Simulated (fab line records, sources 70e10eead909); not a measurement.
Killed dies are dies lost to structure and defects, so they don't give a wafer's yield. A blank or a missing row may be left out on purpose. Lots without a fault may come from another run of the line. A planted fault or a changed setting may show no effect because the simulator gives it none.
Which tool did it? | flow nand_harc | 7 lots, 21 wafers sampled, at 2 steps of a route of 1302

WHAT THE GAUGES READ, wafer by wafer
NHARC_A_CHANNEL_HOLE_D1_CD_MEAS_10: target cd 100 nm.
lot  | measured     | on        | cd_nm (nm)
L892 | day 9 05:43  | cd_sem-03 | 100.1 100.1 100.0
L894 | day 9 14:31  | cd_sem-02 | 99.2 99.4 100.1
L897 | day 10 19:26 | cd_sem-02 | 100.0 100.1 100.0
L906 | day 14 13:47 | cd_sem-01 | 99.9 99.2 100.2
L909 | day 16 02:28 | cd_sem-02 | 100.0 99.6 99.9
L911 | day 17 04:07 | cd_sem-01 | 100.6 99.8 100.1
L913 | day 17 13:43 | cd_sem-02 | 100.6 100.8 100.8

WHICH TOOL RAN EACH LOT (tool, then ch and the chambers of the sampled wafers, then the start)
lot  | NHARC_A_CHANNEL_HOLE_D1_DEP_01
L892 | pecvd-01 ch 1,2, day 9 05:07
L894 | pecvd-03 ch 0,1, day 9 13:43
L897 | pecvd-03 ch 1,2, day 10 18:43
L906 | pecvd-01 ch 0,1, day 14 13:11
L909 | pecvd-01 ch 0,1,2, day 15 23:19
L911 | pecvd-03 ch 0,1,2, day 17 03:34
L913 | pecvd-04 ch 0,1,2, day 17 13:10
- NHARC_A_CHANNEL_HOLE_D1_DEP_01: deposits SiON, target thk 140 nm.

THE ANSWER, worked out from the rows above alone
Rule: what is usual is taken from the lots themselves. Put in order of their means at a reading, lots are off if they are a third of the lots or fewer, leave a main group of 4 or more, and stand apart from it by a gap of 3 or more times the standard deviation of the main group's means; of several such gaps the widest counts. A main group whose means are all the same, to the digits that the tables above print for the reading, isn't used. A lot without any number at a reading at which 4 lots or more have one is off too. The other lots that the step has rows for count as sound.
No lot is off at any reading shown: from this, nothing can be told.

WHAT THE SIMULATOR HAD PUT IN
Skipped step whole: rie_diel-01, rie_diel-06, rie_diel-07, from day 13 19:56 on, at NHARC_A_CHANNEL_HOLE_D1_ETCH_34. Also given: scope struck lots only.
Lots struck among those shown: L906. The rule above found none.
